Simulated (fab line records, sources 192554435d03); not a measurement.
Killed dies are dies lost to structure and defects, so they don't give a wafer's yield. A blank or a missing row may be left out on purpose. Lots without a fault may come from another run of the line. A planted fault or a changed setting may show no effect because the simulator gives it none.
Chamber matching | flow n5_finfet | N5_BEOL_M7_STRIP_67 on rie_diel-03: 4 sister chambers
The step strips in CF4. 4 wafers are shown with their chamber, then 12 later ones without.

WAFERS WITH THEIR CHAMBER
wafer  | chamber | showerhead_plenum_p_Torr (Torr)
L086.2 | 2       | 1.76
L092.1 | 0       | 1.79
L092.2 | 3       | 1.80
L092.3 | 1       | 1.88

WAFERS WITHOUT THEIR CHAMBER
wafer  | showerhead_plenum_p_Torr (Torr)
L092.4 | 1.79
L092.5 | 1.80
L092.6 | 1.88
L091.1 | 1.87
L091.2 | 1.80
L091.4 | 1.78
L095.1 | 1.87
L095.2 | 1.79
L095.3 | 1.78
L095.4 | 1.87
L095.5 | 1.79
L095.6 | 1.78

WHICH CHAMBER EACH WENT THROUGH
wafer  | from the rows above          | in truth
L092.4 | can't be placed: 0 or 3      | 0
L092.5 | can't be placed: 3 or 0      | 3
L092.6 | 1                            | 1
L091.1 | 1                            | 1
L091.2 | can't be placed: 3 or 0      | 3
L091.4 | can't be placed: 0 or 2 or 3 | 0
L095.1 | 1                            | 1
L095.2 | can't be placed: 0 or 3      | 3
L095.3 | can't be placed: 0 or 2 or 3 | 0
L095.4 | 1                            | 1
L095.5 | can't be placed: 0 or 3      | 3
L095.6 | can't be placed: 0 or 2 or 3 | 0
Placed correctly: 4 of 12. Can't be placed from these rows: 8 (the true chamber is among the candidates in 8). Placed wrongly: 0.
How it was worked out, from the rows above alone: a wafer's distance from a chamber is the root of the sum, over the readings, of the square of ((its reading less the chamber's mean) divided by the reading's scatter). The wafer belongs to the nearest chamber; if the next one is less than 2 further off, it can't be placed. A chamber's mean is the mean of its shown wafers. The scatter: with one shown wafer a chamber, the root of the mean of the squares of how far each hidden wafer lies from its nearest shown one.
